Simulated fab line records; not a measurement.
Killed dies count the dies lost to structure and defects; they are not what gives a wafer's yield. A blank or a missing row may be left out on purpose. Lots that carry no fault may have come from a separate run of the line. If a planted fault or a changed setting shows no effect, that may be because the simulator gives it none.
Matching of chambers ; flow n5Finfet ; rieDiel-05 running N5_HKMG_FIN_STRIP_92: 4 sister chambers
The step strips SOC in N2/H2, time 20 s. 18 wafers are shown with their chamber, then 9 later ones without.

## WAFERS, EACH WITH ITS CHAMBER
wafer;chamber;drypumpMotorCurrentA (A);throttleValvePct (%);showerheadPlenumPTorr (Torr)
L074.2;3;5.5;18.87;3.45
L074.3;0;6.5;18.63;3.25
L074.6;0;6.4;18.64;3.25
L075.1;2;5.2;18.41;3.15
L075.2;3;5.5;18.88;3.45
L075.3;0;6.5;18.63;3.24
L075.4;1;5.2;18.84;3.45
L075.5;2;5.2;18.42;3.15
L075.6;1;5.2;18.84;3.45
L076.2;3;5.6;18.88;3.45
L076.5;0;6.4;18.64;3.24
L076.6;1;5.2;18.86;3.45
L083.3;3;5.5;18.92;3.44
L083.5;3;5.5;18.90;3.44
L083.6;0;6.5;18.66;3.23
L089.1;3;5.5;18.94;3.43
L089.2;2;5.2;18.02;3.54
L089.3;1;5.2;18.89;3.43

SIGNATURES (averages over the wafers above)
reading;chamber 0;chamber 1;chamber 2;chamber 3;scatter within a chamber
drypumpMotorCurrentA;6.460;5.200;5.200;5.517;0.0381
throttleValvePct;18.6400;18.8575;18.2833;18.8983;0.0887
showerheadPlenumPTorr;3.2420;3.4450;3.2800;3.4433;0.0855
Rule: distance of a wafer from a chamber = root of the sum over the readings of ((wafer's reading minus chamber's mean) / reading's scatter) squared. If the next closest chamber is less than 2 further off than the closest, the wafer can't be placed; otherwise it belongs to the closest. The scatter: the root of (the sum of the squares of (reading less its chamber's mean) over the shown wafers, divided by (wafers less chambers)).

## WAFERS WITH NO CHAMBER GIVEN
wafer;drypumpMotorCurrentA (A);throttleValvePct (%);showerheadPlenumPTorr (Torr)
L094.2;5.2;18.52;3.42
L094.3;6.4;18.71;3.22
L094.6;5.6;18.96;3.42
L092.4;5.6;18.95;3.42
L092.5;5.2;18.54;3.42
L092.6;6.4;18.72;3.22
L096.1;5.6;18.96;3.42
L096.3;5.1;18.54;3.42
L096.5;5.6;18.96;3.42

## CHAMBER TAKEN BY EACH
wafer;from the rows above;in truth
L094.2;can't be placed: 2 or 1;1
L094.3;0;0
L094.6;3;3
L092.4;3;3
L092.5;can't be placed: 2 or 1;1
L092.6;0;0
L096.1;3;3
L096.3;can't be placed: 2 or 1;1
L096.5;3;3
Correct placement for 6 of the 9. Can't be placed from these rows: 3 (the true chamber is among the candidates in 3). 0 placed wrongly.
